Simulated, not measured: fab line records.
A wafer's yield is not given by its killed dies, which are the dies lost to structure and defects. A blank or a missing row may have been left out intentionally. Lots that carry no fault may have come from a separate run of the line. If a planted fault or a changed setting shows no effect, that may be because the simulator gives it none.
Matching of chambers -- flow n5_finfet -- rie_diel-05 running N5_DUMMY_GATE_ETCH_36: 4 sister chambers
The step etches SiARC in CF4, target depth 13 nm. 20 wafers are shown with their chamber, then 10 later ones without.

WAFERS WITH THEIR CHAMBER
wafer,chamber,drypump_motor_current_A (A),showerhead_plenum_p_Torr (Torr),throttle_valve_pct (%)
L074.3,3,5.8,2.15,15.56
L074.4,2,6.1,2.16,15.50
L074.6,3,5.9,2.15,15.56
L076.1,2,6.1,2.16,15.52
L076.4,1,5.8,2.07,15.40
L076.6,3,5.8,2.15,15.56
L079.1,2,6.1,2.16,15.51
L079.5,2,6.1,2.16,15.50
L079.6,3,5.8,2.15,15.58
L080.1,0,4.8,2.21,15.69
L080.3,1,5.8,2.06,15.44
L080.4,2,6.1,2.16,15.55
L081.2,2,6.1,2.16,15.52
L081.3,3,5.8,2.15,15.57
L081.4,1,5.8,2.07,15.44
L082.4,3,5.8,2.15,15.58
L082.5,1,5.8,2.06,15.45
L082.6,2,6.1,2.16,15.53
L084.3,1,5.8,2.06,15.46
L084.5,3,5.9,2.15,15.59

SIGNATURES (averages over the wafers above)
reading,chamber 0,chamber 1,chamber 2,chamber 3,scatter within a chamber
drypump_motor_current_A,4.800,5.800,6.100,5.829,0.0299
showerhead_plenum_p_Torr,2.2100,2.0640,2.1600,2.1500,0.00274
throttle_valve_pct,15.6900,15.4380,15.5186,15.5714,0.0174
Rule: for a wafer and a chamber, the distance is found by dividing, reading by reading, the gap between the wafer's reading and the chamber's mean by the reading's scatter, squaring, summing and taking the root. If the next closest chamber is less than 2 further off than the closest, the wafer can't be placed; otherwise it belongs to the closest. The scatter is the square root of a quotient: the sum, over the shown wafers, of each reading's squared deviation from its chamber's mean, divided by wafers minus chambers.

WAFERS WITHOUT THEIR CHAMBER
wafer,drypump_motor_current_A (A),showerhead_plenum_p_Torr (Torr),throttle_valve_pct (%)
L084.6,4.8,2.20,15.70
L086.4,4.7,2.20,15.70
L086.5,6.1,2.15,15.53
L086.6,5.8,2.15,15.58
L090.1,4.8,2.20,15.71
L090.3,5.8,2.15,15.62
L090.6,5.8,2.15,15.62
L097.1,4.8,2.20,15.76
L097.2,5.8,2.14,15.62
L097.5,4.8,2.20,15.75

EACH ONE'S CHAMBER
wafer,from the rows above,in truth
L084.6,0,0
L086.4,0,0
L086.5,2,2
L086.6,3,3
L090.1,0,0
L090.3,3,3
L090.6,3,3
L097.1,0,0
L097.2,3,3
L097.5,0,0
10 of 10 placed correctly. Left unplaced by these rows: 0. Number placed wrongly: 0.
